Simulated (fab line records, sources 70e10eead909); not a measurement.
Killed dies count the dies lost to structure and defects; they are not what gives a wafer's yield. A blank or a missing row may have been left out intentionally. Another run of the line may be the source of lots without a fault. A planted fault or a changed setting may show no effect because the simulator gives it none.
Chamber matching | flow nand harc | NHARC_A_STAIRCASE_DESCUM_219 on rie diel-13 has 4 sister chambers
The step chemistry O2, time 3 s. 4 wafers are shown with their chamber, then 10 later ones without.

WAFERS PAIRED WITH THEIR CHAMBERS
wafer  | chamber | showerhead plenum p Torr (Torr)
L085.2 | 2       | 1.88
L086.1 | 3       | 1.87
L087.1 | 0       | 1.79
L087.3 | 1       | 1.84

WAFERS WHOSE CHAMBER IS MISSING
wafer  | showerhead plenum p Torr (Torr)
L087.6 | 1.87
L089.2 | 1.88
L089.5 | 1.79
L089.6 | 1.87
L090.2 | 1.78
L090.5 | 1.87
L090.6 | 1.84
L097.1 | 1.83
L097.2 | 1.77
L097.5 | 1.83

WHICH CHAMBER EACH WENT THROUGH
wafer  | from the rows above     | in truth
L087.6 | can't be placed: 3 or 2 | 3
L089.2 | can't be placed: 2 or 3 | 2
L089.5 | 0                       | 0
L089.6 | can't be placed: 3 or 2 | 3
L090.2 | 0                       | 0
L090.5 | can't be placed: 3 or 2 | 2
L090.6 | 1                       | 1
L097.1 | 1                       | 1
L097.2 | 0                       | 0
L097.5 | 1                       | 1
Placed correctly: 6 of 10. From these rows, 4 cannot be placed; in 4 the true chamber is one of the candidates. Placed wrongly: 0.
How it was worked out, from the rows above alone: a wafer's distance from a chamber is the root of the sum, over the readings, of the square of ((its reading less the chamber's mean) divided by the reading's scatter). The wafer belongs to the nearest chamber; if the next one is less than 2 further off, it can't be placed. For every chamber, the mean is computed from those of its wafers that are shown. The scatter: root of mean squared gap, hidden wafer to nearest shown wafer, with one shown wafer a chamber.
